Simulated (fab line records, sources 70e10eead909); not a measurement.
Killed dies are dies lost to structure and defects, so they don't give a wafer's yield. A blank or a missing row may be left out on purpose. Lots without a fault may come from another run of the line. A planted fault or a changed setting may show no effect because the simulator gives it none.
Which tool did it? | flow nand_harc | 14 lots, 41 wafers sampled, at 5 steps of a route of 1302

WHAT THE GAUGES READ, wafer by wafer
NHARC_THIN_TSV_CD_MEAS_16. Usual: cd_nm 1000.5 nm, standard deviation 2.4.
lot  | measured     | on        | cd_nm (nm)           | flag
L711 | day 24 11:08 | cd_sem-02 | 1001.3 1002.6 1002.5 |
L710 | day 24 09:52 | cd_sem-03 | 1005.0 1004.2 1003.8 |
L712 | day 24 08:34 | cd_sem-03 | 999.9 997.7 997.5    |
L713 | day 24 23:35 | cd_sem-02 | 1003.4 998.3 1000.0  |
L715 | day 26 07:11 | cd_sem-03 | 1003.6 1002.5 1000.0 |
L716 | day 26 23:31 | cd_sem-02 | 1002.8 996.2 1003.1  |
L718 | day 27 13:14 | cd_sem-01 | 1004.7 1001.3 1003.3 |
L719 | day 28 02:03 | cd_sem-01 | 1000.8 996.1 999.6   |
L722 | day 29 13:09 | cd_sem-03 | 1003.0 1005.0        |
L726 | day 30 01:24 | cd_sem-03 | 1002.0               |
L725 | day 30 08:17 | cd_sem-02 | 1002.0               |
L727 | day 31 17:41 | cd_sem-01 | 997.5 1004.0 998.1   |
L732 | day 33 12:16 | cd_sem-01 | 1000.9 1001.3 1000.2 |
L731 | day 34 04:33 | cd_sem-02 | 999.9 997.0 998.8    |

NHARC_END_SORT_01. Usual: killed_at_array 64, standard deviation 16; killed_at_other 1.0, standard deviation 1.1; killed_at_periphery 3.5, standard deviation 2.3; killed_dies 69, standard deviation 17; killed_open 3.2, standard deviation 1.6; killed_short 2.4, standard deviation 1.6.
lot  | measured     | on        | killed_at_array | killed_at_other | killed_at_periphery | killed_dies | killed_open | killed_short | flag
L722 | day 30 04:50 | prober-02 | 674 88 68       | 1 0 1           | 0 2 3               | 675 90 72   | 1 5 2       | 1 1 3        | OFF
L726 | day 30 15:19 | prober-01 | 96 671 670      | 1 0 1           | 5 4 3               | 102 675 674 | 6 2 2       | 2 0 0        | OFF
L725 | day 31 05:11 | prober-02 | 668 78          | 0 1             | 8 1                 | 676 80      | 4 3         | 4 4          | OFF
L727 | day 32 11:02 | prober-01 | 33              | 3               | 3                   | 39          | 4           | 1            |

WHICH TOOL RAN EACH LOT (tool, then ch and the chambers of the sampled wafers, then the start)
lot  | NHARC_A_SLIT_DEP_00           | NHARC_THIN_TSV_ETCHBACK_48         | NHARC_THIN_TSV_CMP_21
L711 | acl_dep-01 ch 0, day 20 03:01 | rie_diel-08 ch 0,2, day 24 12:24   | cmp-04 ch 0,1,2, day 24 14:31
L710 | acl_dep-02 ch 0, day 20 03:19 | rie_diel-02 ch 0,1,3, day 24 11:08 | cmp-01 ch 0,1,2, day 24 13:40
L712 | acl_dep-03 ch 0, day 20 04:26 | rie_diel-02 ch 0,1,3, day 24 09:57 | cmp-01 ch 2,3, day 24 11:55
L713 | acl_dep-01 ch 0, day 20 20:26 | rie_diel-08 ch 0,1,2, day 25 01:02 | cmp-03 ch 0,1,2, day 25 03:06
L715 | acl_dep-03 ch 0, day 21 22:46 | rie_diel-02 ch 0,1,3, day 26 08:32 | cmp-01 ch 2,3, day 26 10:32
L716 | acl_dep-02 ch 0, day 23 00:57 | rie_diel-02 ch 0,1,2, day 27 01:02 | cmp-04 ch 0,2,3, day 27 03:03
L718 | acl_dep-03 ch 0, day 23 12:49 | rie_diel-02 ch 1,2,3, day 27 14:43 | cmp-04 ch 0,2,3, day 27 16:55
L719 | acl_dep-01 ch 0, day 23 19:46 | rie_diel-02 ch 1,2,3, day 28 03:19 | cmp-01 ch 0,1,2, day 28 05:23
L722 | acl_dep-03 ch 0, day 25 06:23 | rie_diel-02 ch 0,2, day 29 14:32   | cmp-04 ch 2,3, day 29 16:35
L726 | acl_dep-03 ch 0, day 26 01:02 | rie_diel-08 ch 1, day 30 02:46     | cmp-03 ch 0, day 30 04:50
L725 | acl_dep-03 ch 0, day 26 05:26 | rie_diel-03 ch 1, day 30 09:35     | cmp-03 ch 0, day 30 17:49
L727 | acl_dep-01 ch 0, day 27 03:35 | rie_diel-03 ch 0,3, day 31 19:01   | cmp-01 ch 0,1,2, day 31 21:19
L732 | acl_dep-02 ch 0, day 29 09:16 | rie_diel-03 ch 0,3, day 33 13:35   | cmp-04 ch 1,2,3, day 33 15:40
L731 | acl_dep-03 ch 0, day 29 16:18 | rie_diel-02 ch 0,2, day 34 05:52   | cmp-03 ch 0,2,3, day 34 07:57
- NHARC_A_SLIT_DEP_00: deposits aC, target thk 6200 nm.
- NHARC_THIN_TSV_ETCHBACK_48: etches the open film in C4F8/Ar, target depth 1028.5 nm, time 405.17 s.
- NHARC_THIN_TSV_CMP_21: polishes, t overpolish 30 s, target thk 2000 nm.

WHAT THE TOOLS THEMSELVES READ (means of the sampled wafers that have a number; where no wafer has one, the mark that the record gives instead)
NHARC_A_SLIT_DEP_00. Usual: throttle_valve_pct 35.000 %, standard deviation 0.0086.
lot  | tool       | throttle_valve_pct (%) | flag
L711 | acl_dep-01 | 35.004                 |
L710 | acl_dep-02 | 35.001                 |
L712 | acl_dep-03 | 35.002                 |
L713 | acl_dep-01 | 34.998                 |
L715 | acl_dep-03 | 34.995                 |
L716 | acl_dep-02 | 35.002                 |
L718 | acl_dep-03 | 35.005                 |
L719 | acl_dep-01 | 35.009                 |
L722 | acl_dep-03 | 34.996                 |
L726 | acl_dep-03 | 35.004                 |
L725 | acl_dep-03 | 34.996                 |
L727 | acl_dep-01 | 35.000                 |
L732 | acl_dep-02 | 35.002                 |
L731 | acl_dep-03 | 34.999                 |

NHARC_THIN_TSV_ETCHBACK_48. Usual: chamber_pressure_mTorr 25.002 mTorr, standard deviation 0.022; oes_product_au 0.937 a.u., standard deviation 0.026; rf_vpp_V 547 V, standard deviation 3.2.
lot  | tool        | chamber_pressure_mTorr (mTorr) | oes_product_au (a.u.) | rf_vpp_V (V) | flag
L711 | rie_diel-08 | 24.999                         | 0.940                 | 545          |
L710 | rie_diel-02 | 24.995                         | 0.930                 | 544          |
L712 | rie_diel-02 | 25.000                         | 0.930                 | 544          |
L713 | rie_diel-08 | 25.000                         | 0.993                 | 546          |
L715 | rie_diel-02 | 25.005                         | 0.923                 | 546          |
L716 | rie_diel-02 | 25.000                         | 0.923                 | 543          |
L718 | rie_diel-02 | 25.001                         | 0.920                 | 547          |
L719 | rie_diel-02 | 24.988                         | 0.917                 | 546          |
L722 | rie_diel-02 | 25.020                         | 0.967                 | 546          |
L726 | rie_diel-08 | 25.013                         | 0.926                 | 547          |
L725 | rie_diel-03 | 25.015                         | 0.930                 | 550          |
L727 | rie_diel-03 | 24.988                         | 0.989                 | 549          |
L732 | rie_diel-03 | 25.000                         | 0.961                 | 548          |
L731 | rie_diel-02 | 24.987                         | 0.926                 | 544          |

NHARC_THIN_TSV_CMP_21. Usual: motor_current_A 12.1 A, standard deviation 1.3; overpolish_run_s 29.999 s, standard deviation 0.0098.
lot  | tool   | motor_current_A (A) | overpolish_run_s (s) | flag
L711 | cmp-04 | 12.6                | 29.999               |
L710 | cmp-01 | 13.0                | 29.994               |
L712 | cmp-01 | 11.9                | 29.997               |
L713 | cmp-03 | 11.9                | 30.000               |
L715 | cmp-01 | 12.1                | 30.000               |
L716 | cmp-04 | 11.8                | 29.996               |
L718 | cmp-04 | 11.8                | 30.000               |
L719 | cmp-01 | 13.1                | 29.992               |
L722 | cmp-04 | 12.1                | 29.999               |
L726 | cmp-03 | 11.9                | 30.003               |
L725 | cmp-03 | 11.8                | 29.996               |
L727 | cmp-01 | 13.0                | 29.997               |
L732 | cmp-04 | 12.1                | 30.001               |
L731 | cmp-03 | 11.6                | 29.990               |

THE ANSWER, worked out from the rows above alone
Rule: a lot is off if the mean of its wafers that have a number lies more than 3 standard deviations from the usual mean. A lot without any number at a reading at which 4 lots or more have one is off too. The other lots that the step has rows for count as sound. The gauges are gone through in route order, then the tools' own readings, and for those a lot's mean is taken as printed above. The first step at which some lot is off is used, and at that step the reading that is off furthest; a lot without a number counts as furthest.
Off: L722, L726, L725, at NHARC_END_SORT_01 (killed_at_array). Neither off nor sound, because the step has no rows for them: L711, L710, L712, L713, L715, L716, L718, L719, L732, L731.
A tool fits if, at a process step before that reading, it ran every lot that is off, and no sound lot after the first of them. The gauges at NHARC_END_SORT_01 are tried like those tools. One fits: acl_dep-03 at NHARC_A_SLIT_DEP_00. It ran no sound lot before its first lot that is off in this sample, so the start can't be narrowed down.

WHAT THE SIMULATOR HAD PUT IN
Process parameter drift: acl_dep-03, from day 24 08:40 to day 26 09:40, at NHARC_A_SLIT_DEP_00. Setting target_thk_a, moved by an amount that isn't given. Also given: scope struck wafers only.
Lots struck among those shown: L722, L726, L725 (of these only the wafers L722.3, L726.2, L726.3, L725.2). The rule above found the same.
